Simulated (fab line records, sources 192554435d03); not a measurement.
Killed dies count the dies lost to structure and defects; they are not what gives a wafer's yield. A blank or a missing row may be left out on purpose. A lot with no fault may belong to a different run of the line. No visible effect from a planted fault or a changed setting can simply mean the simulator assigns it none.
Chamber matching ; flow n5_finfet ; N5_BEOL_M5_DESCUM_16 on rie_diel-06: 4 sister chambers
The step chemistry O2, time 7 s. 14 wafers are shown with their chamber, then 7 later ones without.

## WAFERS WITH THEIR CHAMBER
wafer;chamber;drypump_motor_current_A (A);throttle_valve_pct (%);showerhead_plenum_p_Torr (Torr)
L079.1;3;5.8;20.32;1.97
L079.3;0;6.5;20.46;2.18
L079.4;1;6.3;20.46;2.05
L080.3;1;6.3;20.46;2.05
L080.4;3;5.8;20.30;1.97
L080.5;2;5.5;20.38;2.10
L083.2;0;6.5;20.47;2.18
L083.3;1;6.3;20.47;2.04
L083.4;0;6.5;20.49;2.18
L084.4;0;6.5;20.48;2.18
L084.5;3;5.8;19.90;2.23
L084.6;0;6.5;20.48;2.18
L088.2;0;6.5;20.48;2.17
L088.5;1;6.2;20.49;2.04

SIGNATURES (averages over the wafers above)
reading;chamber 0;chamber 1;chamber 2;chamber 3;scatter within a chamber
drypump_motor_current_A;6.500;6.275;5.500;5.800;0.0274
throttle_valve_pct;20.4767;20.4700;20.3800;20.1733;0.106
showerhead_plenum_p_Torr;2.1783;2.0450;2.1000;2.0567;0.0673
Rule: a wafer lies at a distance from a chamber equal to the root of the sum of squares, over the readings, of (its reading less the chamber's mean, divided by the reading's scatter). The wafer belongs to the nearest chamber; if the next one is less than 2 further off, it can't be placed. The scatter is the square root of a quotient: the sum, over the shown wafers, of each reading's squared deviation from its chamber's mean, divided by wafers minus chambers.

## WAFERS WITHOUT THEIR CHAMBER
wafer;drypump_motor_current_A (A);throttle_valve_pct (%);showerhead_plenum_p_Torr (Torr)
L088.6;6.5;20.47;2.17
L097.3;6.5;20.49;2.17
L097.4;5.5;20.42;2.10
L097.5;5.8;19.92;2.23
L096.3;5.5;20.42;2.09
L096.4;6.5;20.49;2.17
L096.6;5.8;19.93;2.23

## WHICH CHAMBER EACH ONE RAN IN
wafer;from the rows above;in truth
L088.6;0;0
L097.3;0;0
L097.4;2;2
L097.5;3;3
L096.3;2;2
L096.4;0;0
L096.6;3;3
Placed correctly: 7 of 7. Not placeable from these rows: 0. Number placed wrongly: 0.
